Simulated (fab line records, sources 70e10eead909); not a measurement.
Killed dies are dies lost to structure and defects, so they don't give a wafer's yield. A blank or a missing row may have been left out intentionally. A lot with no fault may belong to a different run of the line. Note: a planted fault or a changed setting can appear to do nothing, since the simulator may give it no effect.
Which tool is to blame? ; flow nand-harc ; Sampling: 24 lots, 72 wafers, 6 of 1302 route steps

== WHAT THE GAUGES SHOWED, per wafer ==
NHARC_P_M2_CD_MEAS_16. Usual: cd-nm reads 170.0 nm (standard deviation 0.62).
lot;measured;on;cd-nm (nm);flag
L074;day 6 10:09;cd-sem-02;170.8 169.4 169.6;
L075;day 6 18:08;cd-sem-03;170.5 170.7 170.0;
L076;day 7 06:59;cd-sem-01;170.6 169.8 170.4;
L077;day 7 22:11;cd-sem-01;169.5 169.1 168.6;
L078;day 7 22:39;cd-sem-01;169.4 170.2 170.1;
L079;day 8 07:49;cd-sem-01;170.4 171.1 170.3;
L080;day 9 00:29;cd-sem-01;169.8 171.2 169.8;
L081;day 9 05:31;cd-sem-01;170.4 170.1 170.3;
L082;day 10 03:03;cd-sem-03;169.2 169.8 170.0;
L083;day 10 07:07;cd-sem-03;170.5 170.7 170.7;
L084;day 10 11:05;cd-sem-02;170.1 170.0 169.4;
L085;day 10 23:49;cd-sem-01;169.5 170.4 168.7;
L086;day 11 05:34;cd-sem-02;170.0 170.7 170.9;
L087;day 11 16:28;cd-sem-03;169.3 169.6 169.6;
L089;day 12 12:18;cd-sem-01;170.2 170.5 170.5;
L088;day 12 13:16;cd-sem-01;168.6 170.6 170.5;
L090;day 13 03:07;cd-sem-01;169.4 171.0 169.6;
L091;day 13 06:53;cd-sem-03;169.3 169.6 169.1;
L092;day 14 02:48;cd-sem-03;168.9 169.4 168.8;
L093;day 14 07:19;cd-sem-03;170.7 169.9 169.7;
L094;day 14 20:40;cd-sem-03;169.4 169.4 169.4;
L095;day 14 22:22;cd-sem-02;170.0 170.1 170.1;
L096;day 15 14:50;cd-sem-03;170.0 170.7 170.7;
L097;day 16 07:58;cd-sem-01;170.3 170.2 169.5;

NHARC_P_BONDPAD_INSPECT_23. Usual: raw-defect-count reads 345 (standard deviation 110).
lot;measured;on;raw-defect-count;flag
L074;day 6 17:10;defect-inspect-02;181 258 231;
L075;day 7 00:55;defect-inspect-01;267 602 271;
L076;day 7 13:46;defect-inspect-01;179 295 203;
L077;day 8 05:05;defect-inspect-01;520 421 355;
L078;day 8 05:41;defect-inspect-02;270 632 255;
L079;day 8 14:40;defect-inspect-02;601 411 288;
L080;day 9 07:49;defect-inspect-02;276 176 214;
L081;day 9 12:31;defect-inspect-02;260 428 411;
L082;day 10 09:52;defect-inspect-02;268 335 238;
L083;day 10 14:07;defect-inspect-02;344 472 720;
L084;day 10 18:08;defect-inspect-01;280 221 334;
L085;day 11 06:47;defect-inspect-01;247 313 293;
L086;day 11 12:22;defect-inspect-01;275 345 408;
L087;day 11 23:20;defect-inspect-02;225 420 203;
L089;day 12 18:58;defect-inspect-02;303 580 412;
L088;day 12 19:59;defect-inspect-02;301 301 214;
L090;day 13 10:15;defect-inspect-01;396 232 310;
L091;day 13 13:43;defect-inspect-02;273 558 383;
L092;day 14 10:01;defect-inspect-02;425 246 194;
L093;day 14 14:22;defect-inspect-02;236 551 307;
L094;day 15 03:41;defect-inspect-01;383 276 381;
L095;day 15 05:14;defect-inspect-01;364 397 261;
L096;day 15 21:40;defect-inspect-02;255 277 327;
L097;day 16 14:52;defect-inspect-02;414 412 638;

== TOOL THAT RAN EACH LOT (tool first, then ch and the chambers of the sampled wafers, then the start) ==
lot;NHARC_P_M2_DEGAS_29;NHARC_P_BONDPAD_PVD_17;NHARC_P_BONDPAD_ANNEAL_28;NHARC_P_BONDPAD_CMP_19
L074;pvd-sputter-01, day 6 10:52;pvd-sputter-02, day 6 16:17 or earlier;rtp-anneal-02 ch 0, day 6 16:17;cmp-03 ch 0,2,3, day 6 16:38
L075;pvd-sputter-02, day 6 18:52;pvd-sputter-02, day 7 00:05 or earlier;rtp-anneal-01 ch 0, day 7 00:05;cmp-01 ch 0,1,2, day 7 00:22
L076;pvd-sputter-03, day 7 07:42;pvd-sputter-03, day 7 12:52 or earlier;rtp-anneal-01 ch 0, day 7 12:52;cmp-01 ch 0,1,3, day 7 13:18
L077;pvd-sputter-01, day 7 22:53;pvd-sputter-02, day 8 04:17 or earlier;rtp-anneal-01 ch 0, day 8 04:17;cmp-03 ch 0,3, day 8 04:32
L078;pvd-sputter-02, day 7 23:22;pvd-sputter-01, day 8 04:53 or earlier;rtp-anneal-02 ch 0, day 8 04:53;cmp-01 ch 0,1, day 8 05:08
L079;pvd-sputter-01, day 8 08:32;pvd-sputter-01, day 8 13:47 or earlier;rtp-anneal-01 ch 0, day 8 13:47;cmp-01 ch 0,1, day 8 14:09
L080;pvd-sputter-02, day 9 01:16;pvd-sputter-02, day 9 06:55 or earlier;rtp-anneal-01 ch 0, day 9 06:55;cmp-04 ch 1,2,3, day 9 07:16
L081;pvd-sputter-03, day 9 06:14;pvd-sputter-01, day 9 11:41 or earlier;rtp-anneal-02 ch 0, day 9 11:41;cmp-01 ch 1,2,3, day 9 11:58
L082;pvd-sputter-01, day 10 03:49;pvd-sputter-02, day 10 09:02 or earlier;rtp-anneal-01 ch 0, day 10 09:02;cmp-01 ch 0,2,3, day 10 09:24
L083;pvd-sputter-03, day 10 07:52;pvd-sputter-03, day 10 13:14 or earlier;rtp-anneal-02 ch 0, day 10 13:14;cmp-03 ch 1,2,3, day 10 13:35
L084;pvd-sputter-02, day 10 11:49;pvd-sputter-03, day 10 17:15 or earlier;rtp-anneal-01 ch 0, day 10 17:15;cmp-04 ch 0,2,3, day 10 17:36
L085;pvd-sputter-02, day 11 00:38;pvd-sputter-03, day 11 05:55 or earlier;rtp-anneal-01 ch 0, day 11 05:55;cmp-03 ch 0,2,3, day 11 06:14
L086;pvd-sputter-02, day 11 06:20;pvd-sputter-02, day 11 11:29 or earlier;rtp-anneal-02 ch 0, day 11 11:29;cmp-04 ch 1,2,3, day 11 11:54
L087;pvd-sputter-03, day 11 17:15;pvd-sputter-02, day 11 22:25 or earlier;rtp-anneal-01 ch 0, day 11 22:25;cmp-04 ch 0,1,3, day 11 22:45
L089;pvd-sputter-01, day 12 13:02;pvd-sputter-02, day 12 18:05 or earlier;rtp-anneal-01 ch 0, day 12 18:05;cmp-01 ch 1,3, day 12 18:28
L088;pvd-sputter-03, day 12 13:58;pvd-sputter-03, day 12 19:08 or earlier;rtp-anneal-02 ch 0, day 12 19:08;cmp-01 ch 0,1,3, day 12 19:29
L090;pvd-sputter-03, day 13 03:50;pvd-sputter-01, day 13 09:28 or earlier;rtp-anneal-02 ch 0, day 13 09:28;cmp-03 ch 1,2,3, day 13 09:44
L091;pvd-sputter-03, day 13 07:35;pvd-sputter-01, day 13 12:50 or earlier;rtp-anneal-02 ch 0, day 13 12:50;cmp-01 ch 0,3, day 13 13:13
L092;pvd-sputter-01, day 14 03:36;pvd-sputter-03, day 14 09:10 or earlier;rtp-anneal-02 ch 0, day 14 09:10;cmp-01 ch 1,2,3, day 14 09:34
L093;pvd-sputter-02, day 14 08:02;pvd-sputter-03, day 14 13:29 or earlier;rtp-anneal-01 ch 0, day 14 13:29;cmp-01 ch 0,2,3, day 14 13:51
L094;pvd-sputter-01, day 14 21:27;pvd-sputter-01, day 15 02:50 or earlier;rtp-anneal-01 ch 0, day 15 02:50;cmp-04 ch 0,2,3, day 15 03:12
L095;pvd-sputter-03, day 14 23:08;pvd-sputter-02, day 15 04:23 or earlier;rtp-anneal-02 ch 0, day 15 04:23;cmp-03 ch 0,3, day 15 04:41
L096;pvd-sputter-01, day 15 15:34;pvd-sputter-01, day 15 20:56 or earlier;rtp-anneal-02 ch 0, day 15 20:56;cmp-04 ch 0,3, day 15 21:09
L097;pvd-sputter-02, day 16 08:41;pvd-sputter-01, day 16 14:00 or earlier;rtp-anneal-02 ch 0, day 16 14:00;cmp-03 ch 0,2,3, day 16 14:20
- NHARC_P_M2_DEGAS_29: time 60 s.
- NHARC_P_BONDPAD_PVD_17: deposits TaN, target thk 5 nm, time 8.06 s.
- NHARC_P_BONDPAD_ANNEAL_28: time 90 s.
- NHARC_P_BONDPAD_CMP_19: polishes, t overpolish 30 s, cu recess touch 16 s, target thk 160.81 nm.

== AS READ BY THE TOOLS THEMSELVES (means over the sampled wafers that have a number; for cases with no such wafer, the mark the record gives instead) ==
NHARC_P_M2_DEGAS_29. Usual: heater-power-w reads 348 W (standard deviation 30).
lot;tool;heater-power-w (W);flag
L074;pvd-sputter-01;361;
L075;pvd-sputter-02;328;
L076;pvd-sputter-03;335;
L077;pvd-sputter-01;363;
L078;pvd-sputter-02;329;
L079;pvd-sputter-01;350;
L080;pvd-sputter-02;342;
L081;pvd-sputter-03;350;
L082;pvd-sputter-01;366;
L083;pvd-sputter-03;344;
L084;pvd-sputter-02;346;
L085;pvd-sputter-02;365;
L086;pvd-sputter-02;352;
L087;pvd-sputter-03;357;
L089;pvd-sputter-01;347;
L088;pvd-sputter-03;332;
L090;pvd-sputter-03;371;
L091;pvd-sputter-03;382;
L092;pvd-sputter-01;330;
L093;pvd-sputter-02;315;
L094;pvd-sputter-01;345;
L095;pvd-sputter-03;334;
L096;pvd-sputter-01;344;
L097;pvd-sputter-02;344;

NHARC_P_BONDPAD_PVD_17. Usual: throttle-valve-pct reads 30.5 % (standard deviation 0.82).
lot;tool;throttle-valve-pct (%);flag
L074;pvd-sputter-02;30.2;
L075;pvd-sputter-02;30.4;
L076;pvd-sputter-03;30.6;
L077;pvd-sputter-02;30.3;
L078;pvd-sputter-01;29.5;
L079;pvd-sputter-01;30.3;
L080;pvd-sputter-02;30.6;
L081;pvd-sputter-01;31.2;
L082;pvd-sputter-02;30.3;
L083;pvd-sputter-03;30.8;
L084;pvd-sputter-03;31.0;
L085;pvd-sputter-03;30.6;
L086;pvd-sputter-02;30.4;
L087;pvd-sputter-02;30.3;
L089;pvd-sputter-02;30.3;
L088;pvd-sputter-03;30.3;
L090;pvd-sputter-01;31.4;
L091;pvd-sputter-01;30.1;
L092;pvd-sputter-03;31.0;
L093;pvd-sputter-03;30.2;
L094;pvd-sputter-01;30.3;
L095;pvd-sputter-02;29.9;
L096;pvd-sputter-01;30.8;
L097;pvd-sputter-01;30.8;

NHARC_P_BONDPAD_ANNEAL_28. Usual: wafer_temp_C_max reads 225.93 (standard deviation 0.2).
lot;tool;wafer_temp_C_max;flag
L074;rtp-anneal-02;225.74;
L075;rtp-anneal-01;226.04;
L076;rtp-anneal-01;225.82;
L077;rtp-anneal-01;225.88;
L078;rtp-anneal-02;225.83;
L079;rtp-anneal-01;225.86;
L080;rtp-anneal-01;225.94;
L081;rtp-anneal-02;225.81;
L082;rtp-anneal-01;225.96;
L083;rtp-anneal-02;225.85;
L084;rtp-anneal-01;225.89;
L085;rtp-anneal-01;226.04;
L086;rtp-anneal-02;226.07;
L087;rtp-anneal-01;226.20;
L089;rtp-anneal-01;225.96;
L088;rtp-anneal-02;226.03;
L090;rtp-anneal-02;225.67;
L091;rtp-anneal-02;225.81;
L092;rtp-anneal-02;225.95;
L093;rtp-anneal-01;225.84;
L094;rtp-anneal-01;225.94;
L095;rtp-anneal-02;226.02;
L096;rtp-anneal-02;226.04;
L097;rtp-anneal-02;225.79;

NHARC_P_BONDPAD_CMP_19. Usual: motor-current-A 12.6 A, standard deviation 1.2; overpolish-run-s 30.000 s, standard deviation 0.0086.
lot;tool;motor-current-A (A);overpolish-run-s (s);flag
L074;cmp-03;12.1;30.000;
L075;cmp-01;12.2;30.004;
L076;cmp-01;13.1;29.996;
L077;cmp-03;12.5;29.995;
L078;cmp-01;12.3;30.005;
L079;cmp-01;12.5;29.995;
L080;cmp-04;12.7;30.000;
L081;cmp-01;12.9;30.005;
L082;cmp-01;12.6;29.997;
L083;cmp-03;12.7;30.009;
L084;cmp-04;12.2;30.000;
L085;cmp-03;12.0;30.000;
L086;cmp-04;12.4;29.997;
L087;cmp-04;12.2;30.003;
L089;cmp-01;13.6;30.007;
L088;cmp-01;13.1;30.003;
L090;cmp-03;12.7;30.004;
L091;cmp-01;13.2;30.000;
L092;cmp-01;12.6;29.998;
L093;cmp-01;13.0;29.999;
L094;cmp-04;12.5;29.995;
L095;cmp-03;11.8;29.992;
L096;cmp-04;11.6;30.000;
L097;cmp-03;12.5;29.997;

== THE ANSWER, worked out from the rows above alone ==
Rule: lot off if the mean of its wafers having a number is beyond 3 standard deviations from the usual mean. A lot without any number at a reading at which 4 lots or more have one is off too. The other lots that the step has rows for count as sound. First the gauges in route order, then the tools' own readings, where a lot's mean is used as printed above. At the first step where some lot is off, the reading lying furthest off is the one used; lots without a number count as furthest.
No lot is off at any reading shown: from this, nothing can be told.

== WHAT THE SIMULATOR PUT IN ==
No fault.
